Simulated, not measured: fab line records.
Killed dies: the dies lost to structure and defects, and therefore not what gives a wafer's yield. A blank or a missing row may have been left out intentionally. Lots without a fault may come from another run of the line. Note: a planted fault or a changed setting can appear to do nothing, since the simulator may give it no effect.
Problem report in the 8D (eight disciplines) form, filled by code	flow n5 finfet	the parts of the form that need people (team, actions taken, sign-off) are left out

## 1. PROBLEM STATEMENT
VT_P_LVT at N5_BEOL_M4_RC_MEAS_101 reads a mean of -121.5 mV on 3 wafers of 2 lots; wafers without a fault read -99.8 mV with a standard deviation of 2.3. That puts it -9.4 standard deviations away from the usual mean.
First observed at day 12 22:44: wafer L261.3, on prober-02. Wafers with a number at this step in the record: 27, from 9 lots. By rule, "out" or "out of limits" means more than 4 standard deviations away from the usual mean. The rest of the wafers with a number are treated as sound.

## 2. WHAT THIS IS AND IS NOT
question	is	is not
which readings at this step	VT_P_LVT, IOFF_P_85C, IOFF_P_LIN, VT_P, VT_P_LONG	DIBL_N, DIBL_P, IOFF_N, ION_N, SS_N, SS_P, VT_N
which lots	L261, L263	L252, L265, L267, L270, L271, L272, L273
which wafers of those lots	L261.3, L263.1, L263.5	L261.2, L261.4, L263.2
read on which gauges	prober-01, prober-02	-
when	from day 12 22:44	up to then (5 sound wafers); but 19 sound wafers of L263, L265, L267, L270, L271, L272, L273 came after

## 3. SUSPECTS, AND WHAT RULES EACH OUT
Counting: any tool at a process step up to the reading remains a suspect provided it ran every lot that is out. Sound lots after the first of them don't rule it out here, since some wafers of a struck lot are sound.
- the gauge at N5_BEOL_M4_RC_MEAS_101 has been ruled out. 2 gauges (prober-01, prober-02) read the wafers that are out.
- rtp anneal-02 at N5_HKMG_FIN_HK_ANNEAL_02 (time 30 s): kept. It ran every lot that is out, first L261 (day 7 00:28).
- ald metal-02 at N5_HKMG_FIN_PWFM_ALD_03 (deposits TiN, target thk 2 nm, pulse time 1 s, purge time 3 s): kept. Every lot that is out went through it, the first being L261 (day 7 04:21); the last sound lot it ran before that was L252 (day 4 16:14).
Remaining after the count are rtp anneal-02 at N5_HKMG_FIN_HK_ANNEAL_02 and ald metal-02 at N5_HKMG_FIN_PWFM_ALD_03.

## 4. THE CAUSE (what the simulator had put in)
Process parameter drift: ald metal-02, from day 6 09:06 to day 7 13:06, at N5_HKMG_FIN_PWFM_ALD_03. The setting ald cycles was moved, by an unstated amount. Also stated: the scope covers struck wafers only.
2 suspects survive the count, and this tool is in that group.

## 5. THE CHAIN OF EFFECTS, in route order
Each row: a reading where the mean over the struck wafers with a number is more than 3 standard deviations away from the usual. Scope: only readings with a usual standard deviation given in the record; hours: median across lots of the time from each lot's start at the first step in this table that gives one to its start at this step; sigmas: change in usual standard deviations.
hours	step	reading	usual	on struck wafers	change	sigmas
0	N5_BEOL_M4_RC_MEAS_101	IOFF_P	0.194 nA/um	0.083	-0.111	-3.8
0	N5_BEOL_M4_RC_MEAS_101	IOFF_P_85C	3.4 nA/um	1.6	-1.8	-4.2
0	N5_BEOL_M4_RC_MEAS_101	IOFF_P_LIN	0.093 nA/um	0.041	-0.052	-4.7
0	N5_BEOL_M4_RC_MEAS_101	IOFF_P_LONG	0.000102 nA/um	0.000069	-0.000033	-4.0
0	N5_BEOL_M4_RC_MEAS_101	ION_P	456 uA/um	424	-32	-4.5
0	N5_BEOL_M4_RC_MEAS_101	VT_P	-252 mV	-273	-21	-6.6
0	N5_BEOL_M4_RC_MEAS_101	VT_P_LONG	-276.3 mV	-295.0	-18.7	-7.2
0	N5_BEOL_M4_RC_MEAS_101	VT_P_LVT	-99.8 mV	-121.5	-21.7	-9.4
110	N5_PASSIVATION_PROBE_49	sort_bin_8_speed	0.02 %	61.61	+61.59	+99 or more
110	N5_PASSIVATION_PROBE_49	sort n pass	1079	361	-718	-42
110	N5_PASSIVATION_PROBE_49	sort yield pct	91.4 %	30.6	-60.8	-43
Its process steps:
- N5_PASSIVATION_PROBE_49

## 6. HOW IT WOULD HAVE BEEN CAUGHT EARLIER
Counted from the fault's start at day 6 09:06, it took 158 hours until the first out-of-limits reading at a measuring or inspecting step in this record, taken at day 12 22:44.
Tool readings at N5_HKMG_FIN_PWFM_ALD_03 with a usual standard deviation given in the record: none out on any struck wafer, hence no alarm at a limit of 4 standard deviations on them.
Each of the lots that are out, 2 in all, had begun N5_HKMG_FIN_PWFM_ALD_03 on ald metal-02 no later than day 12 22:44. A hold on the tool at that time would have spared none of them.
